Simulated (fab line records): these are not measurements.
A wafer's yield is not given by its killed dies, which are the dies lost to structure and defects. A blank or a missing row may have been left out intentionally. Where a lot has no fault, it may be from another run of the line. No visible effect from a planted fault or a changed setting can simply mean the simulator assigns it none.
Split-lot experiment	flow n5_finfet	route with 1938 steps; 7 lots, 21 wafers read

## THE SPLIT ITSELF
At N5_WELL_APT_COAT_19 (resist thk 950 nm), the setting spin_rpm was moved away from the recipe's 1357 rpm on 6 of the 21 wafers read, by -8.8% to -3.0%. All remaining wafers had this setting at the recipe value.

The reading is taken at the split's own step.

## THE READING
coat_of_WELL_APT_COAT_19.thk_nm (the simulator's own value, which no gauge read), in nm, at N5_WELL_APT_COAT_19 (resist thk 950 nm). No usual value for it is given in the file. Average 949.8 nm, standard deviation 4.4 nm, over the 15 wafers here run with the recipe.

wafer	tool, chamber at the split	spin_rpm as run, rpm	against the recipe	coat_of_WELL_APT_COAT_19.thk_nm, nm	against lot-mates on the recipe
L078.2	litho_track-03, 0	1316	-3.0%	962.2	+14.8
L078.3	litho_track-03, 0	1357	recipe	947.4	-
L078.4	litho_track-03, 0	1357	recipe	947.5	-
L083.4	litho_track-01, 0	1357	recipe	947.1	-
L083.5	litho_track-01, 0	1357	recipe	948.9	-
L083.6	litho_track-01, 0	1357	recipe	948.7	-
L085.2	litho_track-01, 0	1237	-8.8%	996.1	+44.7
L085.3	litho_track-01, 0	1237	-8.8%	995.5	+44.1
L085.5	litho_track-01, 0	1357	recipe	951.4	-
L088.1	litho_track-03, 0	1357	recipe	952.5	-
L088.2	litho_track-03, 0	1357	recipe	954.5	-
L088.3	litho_track-03, 0	1357	recipe	953.9	-
L089.4	litho_track-04, 0	1255	-7.5%	995.3	+37.8
L089.5	litho_track-04, 0	1357	recipe	955.4	-
L089.6	litho_track-04, 0	1357	recipe	959.5	-
L092.2	litho_track-03, 0	1357	recipe	945.4	-
L092.3	litho_track-03, 0	1357	recipe	943.9	-
L092.6	litho_track-03, 0	1357	recipe	943.3	-
L095.2	litho_track-01, 0	1301	-4.1%	968.2	+20.5
L095.3	litho_track-01, 0	1301	-4.1%	969.1	+21.4
L095.5	litho_track-01, 0	1357	recipe	947.7	-

FIT RESULTS
A straight line over all 21 wafers: coat_of_WELL_APT_COAT_19.thk_nm changes by -5.31 nm for each +1% of spin_rpm; r = -0.97; the points scatter about the line by 4.3 nm.
The same after taking each lot's own level away (the mean of its wafers on the recipe; 21 wafers): -5.03 nm for each +1%; r = -1.00; scatter 0.91 nm.
According to that fit, moving spin_rpm by its largest amount changes the reading by 44 nm.
The lots' own levels span 944.20 to 957.45 nm, that is 3.0 times the standard deviation above.
The two slopes are in agreement: the lot-to-lot level therefore moves the slope only a little.
Check: +44.3 nm against its lot-mates is what the line predicts for one of the wafers moved furthest among these (-8.8%) when that wafer is left out of the fit. It came out at +44.7 nm against them.

## FURTHER SPLITS ON THESE WAFERS
Note: prior to the reading, these wafers also went through further splits. Each is held against what the fit with the lots' levels taken away leaves over:
other split on the same wafers	wafers away from the commonest value	r with coat_of_WELL_APT_COAT_19.thk_nm (lot level and that fit taken away)
N5_WELL_APT_EXPOSE_05 dose_mj	9	+0.03
N5_WELL_APT_DEVELOP_07 develop_time_s	7	-0.04

## FILE'S OWN FIT
coat_of_WELL_APT_COAT_19.thk_nm changes by -5.03 nm for each +1% of spin_rpm, r = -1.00.
